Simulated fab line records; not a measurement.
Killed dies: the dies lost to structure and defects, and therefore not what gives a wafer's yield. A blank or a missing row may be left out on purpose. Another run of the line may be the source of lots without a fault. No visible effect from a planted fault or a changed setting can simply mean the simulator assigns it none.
Matching of chambers | flow nand-harc | rie-diel-13 running NHARC_A_SGD_CUT_ETCHBACK_24: 4 sister chambers
The step etches the open film in CH3F/O2, target depth 50 nm, time 92.857 s. 14 wafers are shown with their chamber, then 7 later ones without.

WAFERS PAIRED WITH THEIR CHAMBERS
wafer  | chamber | showerhead-plenum-p-Torr (Torr) | drypump-motor-current-A (A) | rf-vpp-V (V)
L075.2 | 3       | 2.61                            | 5.4                         | 247.1
L075.3 | 1       | 2.59                            | 5.2                         | 246.1
L075.6 | 1       | 2.59                            | 5.2                         | 245.5
L077.3 | 0       | 2.38                            | 6.1                         | 243.4
L077.4 | 2       | 2.54                            | 5.5                         | 245.4
L077.5 | 3       | 2.61                            | 5.5                         | 245.5
L079.1 | 0       | 2.38                            | 6.1                         | 244.6
L079.4 | 3       | 2.60                            | 5.5                         | 246.4
L079.6 | 2       | 2.54                            | 5.6                         | 246.9
L081.1 | 2       | 2.54                            | 5.5                         | 245.9
L081.3 | 0       | 2.38                            | 6.1                         | 243.2
L081.6 | 0       | 2.38                            | 6.1                         | 242.0
L090.1 | 1       | 2.58                            | 5.1                         | 245.3
L090.2 | 2       | 2.54                            | 5.5                         | 245.9

SIGNATURES, as means of the wafers listed above
reading                  | chamber 0 | chamber 1 | chamber 2 | chamber 3 | scatter within a chamber
showerhead-plenum-p-Torr | 2.3800    | 2.5867    | 2.5400    | 2.6067    | 0.00365
drypump-motor-current-A  | 6.100     | 5.167     | 5.525     | 5.467     | 0.0456
rf-vpp-V                 | 243.300   | 245.633   | 246.025   | 246.333   | 0.789
Rule: a wafer lies at a distance from a chamber equal to the root of the sum of squares, over the readings, of (its reading less the chamber's mean, divided by the reading's scatter). If the next closest chamber is less than 2 further off than the closest, the wafer can't be placed; otherwise it belongs to the closest. The scatter: take each reading less its chamber's mean, square it, sum over the shown wafers, divide by the number of wafers less the number of chambers, and take the root.

WAFERS WITH NO CHAMBER GIVEN
wafer  | showerhead-plenum-p-Torr (Torr) | drypump-motor-current-A (A) | rf-vpp-V (V)
L090.4 | 2.37                            | 6.1                         | 243.6
L094.1 | 2.54                            | 5.5                         | 246.1
L094.3 | 2.37                            | 6.1                         | 244.0
L094.5 | 2.58                            | 5.2                         | 246.1
L095.2 | 2.58                            | 5.1                         | 245.2
L095.4 | 2.58                            | 5.1                         | 245.4
L095.5 | 2.54                            | 5.5                         | 247.2

THE CHAMBER EACH PASSED THROUGH
wafer  | from the rows above | in truth
L090.4 | 0                   | 0
L094.1 | 2                   | 2
L094.3 | 0                   | 0
L094.5 | 1                   | 1
L095.2 | 1                   | 1
L095.4 | 1                   | 1
L095.5 | 2                   | 2
Placed correctly: 7 of 7. Left unplaced by these rows: 0. Wrongly placed: 0.
